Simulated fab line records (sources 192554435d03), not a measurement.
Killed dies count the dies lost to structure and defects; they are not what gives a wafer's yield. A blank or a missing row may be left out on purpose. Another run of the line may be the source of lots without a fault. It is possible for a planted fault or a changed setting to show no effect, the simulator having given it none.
Struck lot and sound lot, side by side / flow n5Finfet / 38 out of 1938 route steps
Sound: these wafers, L288.2, L288.3, L288.6. Struck: wafers L282.2, L282.3, L282.5. Last of all comes the cause.
For every step that has rows: the tool of each side, followed by ch and its chambers, followed by its first start. Under that, the readings that differ: sound wafers / struck wafers / difference of the means / sigmas: that difference in standard deviations of wafers without a fault.
alike: readings with means less than 2 such deviations apart, plus words and numbers identical on both sides. not compared: withheld readings, readings lacking a value on some wafer, bounds such as >300 that could conceal the same value, and numbers that have no deviation in the record and whose values overlap.
Wherever a step has rows on one side only, a row that says differs or no value, or a row with sigmas, the two part there. Non-overlapping numbers with no deviation appear without sigmas and do not part them. Lack of a reading on every wafer of one side parts them only where that side has two or more wafers.

first, 10 steps without rows for these wafers: N5_HKMG_FIN_DESCUM_53 (chemistry O2, time 7.9 s); N5_HKMG_FIN_ETCH_54 (etches SiARC in CF4, target depth 45.5 nm, time 75.8 s); N5_HKMG_FIN_ETCH_55 (etches SOC in N2/H2, target depth 240 nm, time 300 s); N5_HKMG_FIN_STRIP_56 (strips in N2/H2); N5_HKMG_FIN_STRIP_57 (strips in CF4); N5_HKMG_FIN_ETCH_58 (etches SOC in N2/H2, target depth 215.8 nm, time 741 s); N5_HKMG_FIN_STRIP_93 (strips SOC in N2/H2, time 20 s); N5_HKMG_FIN_WET_ETCH_76 (etches Al2O3 in dNH4OH, stops on La2O3, target depth 2.25 nm, rinse time 30 s); N5_HKMG_FIN_STRIP_60 (strips in N2/H2, time 360 s); N5_HKMG_FIN_WET_ETCH_77 (etches La2O3 in dHCl, stops on HfO2, target depth 2 nm).
N5_HKMG_FIN_WET_ETCH_78: etches Al2O3 in dNH4OH, stops on La2O3, target depth 4.5 nm, rinse time 30 s.
  sound on wetBench-05 ch 0,2,3, day 6 01:06; struck on wetBench-05 ch 3,4,5, day 4 15:23
  no value came back on the struck wafers for bathHeatDutyPct (%), rinseTempC (C), rinseTimeS (s); on the sound wafers bathHeatDutyPct (%) reads 6.8 6.6 6.4
reading=model.Al2O3_of_HKMG_FIN_ALD_75.thkNm (nm); sound=0 0 0; struck=1 1 1; difference=+1; sigmas=
then, 25 steps without rows for these wafers: N5_HKMG_FIN_ALD_79 (deposits TiN, target thk 1.5 nm, pulse time 1 s, purge time 3 s); N5_HKMG_FIN_CVD_62 (deposits a-Si from Si2H6, target thk 3 nm, time 20.8 s); N5_HKMG_FIN_RTA_80 (time 2 s); N5_HKMG_FIN_PRECLEAN_64 (cleans in dHF, time 30 s); N5_HKMG_FIN_WET_ETCH_65 (etches a-Si in TMAH, stops on TiN, time 49 s, target depth 3 nm); N5_HKMG_FIN_WET_ETCH_81 (etches TiN in SC1, stops on HfO2, time 57 s, target depth 6 nm); N5_HKMG_FIN_WET_ETCH_82 (etches La2O3 in dHCl, stops on HfO2, target depth 2 nm, rinse time 30 s); N5_HKMG_FIN_ALD_36 (deposits TiN, target thk 1 nm, pulse time 1 s, purge time 3 s); N5_HKMG_FIN_PWFM_ALD_03 (deposits TiN, target thk 2 nm, pulse time 1 s, purge time 3 s); N5_HKMG_FIN_COAT_29 (time 60 s, resist thk 300 nm); N5_HKMG_FIN_COAT_30 (time 60 s, resist thk 35 nm); N5_HKMG_FIN_COAT_06 (resist thk 90 nm); N5_HKMG_FIN_EBR_08; N5_HKMG_FIN_SOFTBAKE_07 (time 60 s); N5_HKMG_FIN_EXPOSE_09 (exposes mask NWFM); N5_HKMG_FIN_PEB_10 (peb time 60 s); N5_HKMG_FIN_DEVELOP_11 (develop time 30 s); N5_HKMG_FIN_DESCUM_17 (chemistry O2, time 7.9 s); N5_HKMG_FIN_ETCH_31 (etches SiARC in CF4, target depth 45.5 nm, time 75.8 s); N5_HKMG_FIN_ETCH_32 (etches SOC in N2/H2, target depth 240 nm, time 300 s); N5_HKMG_FIN_STRIP_33 (strips in N2/H2); N5_HKMG_FIN_STRIP_34 (strips in CF4); N5_HKMG_FIN_ETCH_35 (etches SOC in N2/H2, target depth 215.8 nm, time 243.4 s); N5_HKMG_FIN_STRIP_92 (strips SOC in N2/H2, time 20 s); N5_HKMG_FIN_WET_ETCH_18 (etches TiN in SC1, time 55 s, target depth 5.2 nm, rinse time 30 s).
-- a jump in the record: the struck wafers' starts before and after are 4 days apart (it breaks off in module HKMG_FIN and resumes in module BEOL_M4, where the first step shown is number 1111 of the route) --
N5_BEOL_M4_RC_MEAS_101:
  sound on prober-01 ch 0, day 9 21:23; struck on prober-01 ch 0, day 8 09:57
reading=DIBL_P (mV/V); sound=39.5 40.3 36.5; struck=43.1 45.5 45.7; difference=+6.0; sigmas=+2
reading=EOT_P; sound=10.48 10.49 10.51; struck=14.91 14.87 14.62; difference=+4.31; sigmas=+43
reading=IGATE_P (nA/um); sound=0.0037 0.0035 0.0038; struck=0.0000 0.0000 0.0000; difference=-0.0037; sigmas=-6
reading=IOFF_N (nA/um); sound=0.20 0.21 0.17; struck=0.10 0.11 0.12; difference=-0.08; sigmas=-2
reading=IOFF_P (nA/um); sound=0.28 0.30 0.24; struck=3.24 3.82 3.98; difference=+3.41; sigmas=+83
reading=IOFF_P_85C (nA/um); sound=4.5 4.8 3.9; struck=35.2 40.6 42.1; difference=+34.9; sigmas=+60
reading=IOFF_P_LIN (nA/um); sound=0.125 0.133 0.111; struck=1.640 1.856 1.918; difference=+1.682; sigmas=+99 or more
reading=IOFF_P_LONG (nA/um); sound=0.000114 0.000114 0.000113; struck=0.0008 0.000804 0.000804; difference=+0.0007; sigmas=+57
reading=ION_P (uA/um); sound=472 479 467; struck=498 507 508; difference=+32; sigmas=+4
reading=VT_N_LVT (mV); sound=96 95 98; struck=167 164 163; difference=+68; sigmas=+18
reading=VT_P (mV); sound=-245 -243 -246; struck=-181 -178 -178; difference=+66; sigmas=+19
reading=VT_P_LONG (mV); sound=-275.0 -273.2 -274.3; struck=-211.7 -211.2 -209.5; difference=+63.4; sigmas=+21
  alike: DIBL_N, ION_N, SS_N, SS_P, VT_N, VT_P_LVT
-- the record jumps here: 5 days lie between the struck wafers' starts before and after (it left off in module BEOL_M4 and takes up again in module PASSIVATION, whose first step shown is number 1936 of the route) --
N5_PASSIVATION_PROBE_49:
  sound: prober-01 at day 14 10:42; struck: prober-01 at day 13 04:41
reading=killed_at_M4_up; sound=10 8 14; struck=38 14 18; difference=+13; sigmas=+2
reading=sort_bin_4_leakage (%); sound=0 0 0; struck=88.22 89.83 92.20; difference=+90.08; sigmas=+99 or more
reading=sortNPass; sound=1085 1090 1083; struck=0 0 0; difference=-1086; sigmas=-64
reading=sortYieldPct (%); sound=91.9 92.4 91.8; struck=0 0 0; difference=-92; sigmas=-66
  alike: defectLimitedYield, killed_at_M0_to_M3, killedAtContacts, killedAtFrontEnd, killedAtOther, killedDies, killedOnRim, killedOpen, killedShort, sort_bin_5_function, sort_bin_6_memory, sort_bin_8_speed

## WHERE THEY PART
At N5_HKMG_FIN_WET_ETCH_78 first; at N5_PASSIVATION_PROBE_49 last (within this record only).

WHY: the cause the simulator had injected
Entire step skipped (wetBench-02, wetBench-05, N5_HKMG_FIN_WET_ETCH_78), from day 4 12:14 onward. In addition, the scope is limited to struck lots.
